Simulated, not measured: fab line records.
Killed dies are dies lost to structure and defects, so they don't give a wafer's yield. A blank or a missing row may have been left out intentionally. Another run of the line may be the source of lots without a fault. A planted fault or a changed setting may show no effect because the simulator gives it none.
Which tool is to blame?	flow nandHarc	24 lots with 72 wafers sampled at 4 steps, on a route of 1302 steps

## WHAT THE GAUGES READ, wafer by wafer
NHARC_P_BONDPAD_CD_MEAS_09: target cd 500 nm.
lot	measured	on	cdNm (nm)
L074	day 6 22:01	cdSem-01	502.9 499.8 500.8
L076	day 7 13:41	cdSem-03	500.9 497.6 500.6
L075	day 7 14:17	cdSem-03	499.7 500.5 498.4
L077	day 7 19:30	cdSem-02	500.7 498.6 499.3
L078	day 8 08:31	cdSem-03	500.9 500.2 499.4
L079	day 8 15:51	cdSem-03	500.7 499.7 500.3
L080	day 8 23:32	cdSem-03	500.4 499.1 500.8
L081	day 9 10:50	cdSem-03	500.1 501.4 501.8
L082	day 9 23:22	cdSem-03	500.7 498.5 501.4
L083	day 10 06:44	cdSem-02	499.7 500.7 500.1
L084	day 10 21:02	cdSem-01	498.7 498.9 500.7
L085	day 11 00:56	cdSem-01	499.3 501.0 500.1
L086	day 11 14:56	cdSem-02	501.9 500.8 500.8
L087	day 11 22:50	cdSem-03	503.4 503.2 501.7
L088	day 12 16:40	cdSem-03	500.1 499.3 499.0
L089	day 12 17:59	cdSem-02	500.4 499.6 500.9
L090	day 13 07:35	cdSem-01	500.5 500.3 497.5
L091	day 13 08:35	cdSem-01	498.9 497.7 497.9
L092	day 14 17:35	cdSem-03	499.7 499.4 498.8
L093	day 14 18:01	cdSem-01	500.8 500.9 499.8
L094	day 14 23:41	cdSem-02	501.5 501.6 500.8
L095	day 15 12:18	cdSem-01	499.4 501.3 500.8
L096	day 15 21:53	cdSem-02	500.0 500.8 499.4
L097	day 16 05:59	cdSem-02	500.9 499.6 498.4

NHARC_A_ONON_D1_THK_MEAS_14: measures by ellipsometry.
lot	measured	on	thkNm (nm)
L074	day 8 03:46	filmMetro-01	987 986 986
L076	day 8 18:34	filmMetro-01	1020 1020 1018
L075	day 8 18:34	filmMetro-02	996 998 996
L077	day 9 00:46	filmMetro-01	996 994 996
L078	day 9 13:16	filmMetro-02	1002 1003 1003
L079	day 9 21:44	filmMetro-02	1011 1011 1013
L080	day 10 05:36	filmMetro-01	993 995 995
L081	day 10 18:17	filmMetro-01	1003 1003 1003
L082	day 11 04:51	filmMetro-02	998 999 997
L083	day 11 10:52	filmMetro-01	1002 1002 1003
L084	day 12 01:51	filmMetro-02	1004 1005 1005
L085	day 12 06:00	filmMetro-01	999 999 999
L086	day 12 20:07	filmMetro-01	994 993 993
L087	day 13 03:26	filmMetro-01	1000 1000 1000
L088	day 14 01:22	filmMetro-01	1003 1002 1001
L089	day 14 01:19	filmMetro-02	1001 1001 1001
L090	day 14 12:50	filmMetro-02	1009 1008 1007
L091	day 14 12:58	filmMetro-02	1008 1006 1007
L092	day 15 22:31	filmMetro-01	998 996 995
L093	day 15 22:31	filmMetro-02	994 995 995
L094	day 16 07:46	filmMetro-01	1007 1008 1007
L095	day 16 19:50	filmMetro-01	1003 999 1001
L096	day 17 01:51	filmMetro-01	995 997 997
L097	day 17 15:44	filmMetro-01	1006 1005 1004

NHARC_A_ONON_D1_THK_MEAS_34: measures by ellipsometry.
lot	measured	on	thkNm (nm)
L074	day 8 14:13	filmMetro-01	197.8 199.1 204.1
L076	day 9 07:44	filmMetro-02	197.0 197.8 202.8
L075	day 9 07:57	filmMetro-02	200.4 202.9 201.8
L077	day 9 12:41	filmMetro-02	202.4 204.0 200.2
L078	day 10 00:02	filmMetro-02	201.4 200.4 199.9
L079	day 10 10:07	filmMetro-02	200.3 195.7 203.3
L080	day 10 16:22	filmMetro-02	199.8 201.6 201.8
L081	day 11 04:49	filmMetro-01	202.7 198.0 200.5
L082	day 11 15:22	filmMetro-02	201.9 201.1 203.5
L083	day 11 22:13	filmMetro-01	202.4 209.0 203.0
L084	day 12 12:25	filmMetro-01	200.9 195.9 201.3
L085	day 12 17:57	filmMetro-01	198.2 197.2 202.7
L086	day 13 09:11	filmMetro-01	198.0 199.4 200.6
L087	day 13 13:59	filmMetro-01	197.9 202.2 199.1
L088	day 14 13:04	filmMetro-02	202.9 203.2 203.4
L089	day 14 13:06	filmMetro-01	200.5 198.9 201.0
L090	day 14 23:20	filmMetro-01	200.7 198.1 204.8
L091	day 14 23:20	filmMetro-02	198.0 203.9 200.8
L092	day 16 09:10	filmMetro-01	199.6 202.4 200.6
L093	day 16 09:01	filmMetro-01	204.2 203.5 203.1
L094	day 16 18:18	filmMetro-01	199.6 195.9 199.1
L095	day 17 06:22	filmMetro-02	196.7 202.5 200.9
L096	day 17 13:31	filmMetro-02	197.8 193.3 199.8
L097	day 18 02:47	filmMetro-02	199.1 197.8 199.5

NHARC_A_CHANNEL_HOLE_D1_OVL_MEAS_11.
lot	measured	on	overlayXNm (nm)	overlayYNm (nm)
L074	day 8 17:53	overlay-02	-0.8 -0.2 -1.3	0.0 0.2 1.0
L076	day 9 10:38	overlay-01	-0.1 -0.8 0.2	0.4 0.9 0.2
L075	day 9 12:01	overlay-02	0.0 0.1 0.3	1.1 0.6 1.2
L077	day 9 15:33	overlay-02	1.6 1.0 1.3	0.7 0.9 0.7
L078	day 10 02:53	overlay-02	0.0 -0.6 -0.4	-0.6 -0.9 -0.1
L079	day 10 14:26	overlay-01	0.1 0.0 -0.2	-0.3 -0.6 -0.8
L080	day 10 22:01	overlay-01	-0.3 -0.7 -0.8	0.9 0.6 0.0
L081	day 11 10:17	overlay-01	-1.4 -0.8 -1.6	-1.3 -1.6 -1.7
L082	day 11 19:44	overlay-01	0.8 1.1 1.2	0.2 -0.1 0.3
L083	day 12 00:58	overlay-02	1.7 1.7 1.6	0.9 0.8 1.3
L084	day 12 15:17	overlay-02	-1.1 -0.7 -0.4	0.0 0.3 0.2
L085	day 12 20:43	overlay-01	-1.2 -1.2 -1.5	-0.6 0.4 0.0
L086	day 13 15:21	overlay-02	0.5 1.0 0.5	0.7 0.8 0.8
L087	day 13 20:51	overlay-01	-0.4 -0.2 -0.6	-0.9 -0.9 -1.3
L088	day 14 18:09	overlay-01	0.7 0.9 0.9	0.1 -0.5 -0.2
L089	day 14 19:36	overlay-01	-0.8 -0.8 -1.1	-1.8 -1.5 -1.8
L090	day 15 04:20	overlay-02	0.1 0.1 0.0	0.8 0.6 0.9
L091	day 15 03:54	overlay-01	-0.7 -1.0 -0.7	0.2 0.2 0.8
L092	day 16 13:14	overlay-02	-0.9 -1.0 -1.1	-0.1 0.7 0.1
L093	day 16 11:55	overlay-02	-0.5 0.1 -0.1	-0.1 -0.7 -0.8
L094	day 17 02:45	overlay-01	-1.0 -0.9 -1.4	-0.8 -0.5 -0.4
L095	day 17 09:06	overlay-01	0.2 -1.2 -0.6	1.3 1.4 0.9
L096	day 17 18:57	overlay-01	0.1 0.1 0.3	0.1 0.2 0.3
L097	day 18 05:38	overlay-02	0.7 1.2 0.7	-1.1 -1.2 -1.1

## WHICH TOOL RAN EACH LOT (tool, then ch and the chambers of the sampled wafers, then the start)
Before these readings, the record contains no process step.

## WHAT THE TOOLS THEMSELVES READ (means of the sampled wafers that have a number; where no wafer has one, the mark that the record gives instead)
The record holds no such reading with a usual standard deviation.

## THE ANSWER, worked out from the rows above alone
Rule: the lots themselves supply what counts as usual. The widest of any qualifying gaps counts: lots, ordered by their means at a reading, are off when they make up no more than a third of the lots, leave a main group of 4 or more, and stand apart from it by 3 or more times the standard deviation of that group's means. The tables above print the reading to a certain number of digits; a main group whose means all agree to those digits is not used. Also off: a lot with no number at a reading for which 4 or more lots have one. All remaining lots with rows at the step are treated as sound. After the gauges, taken in route order, come the tools' own readings; for these a lot's mean is taken, as printed above. At the first step where some lot is off, the reading lying furthest off is the one used; lots without a number count as furthest.
Nothing can be told from this: no lot is off at any reading shown.

## WHAT WAS PUT IN BY THE SIMULATOR
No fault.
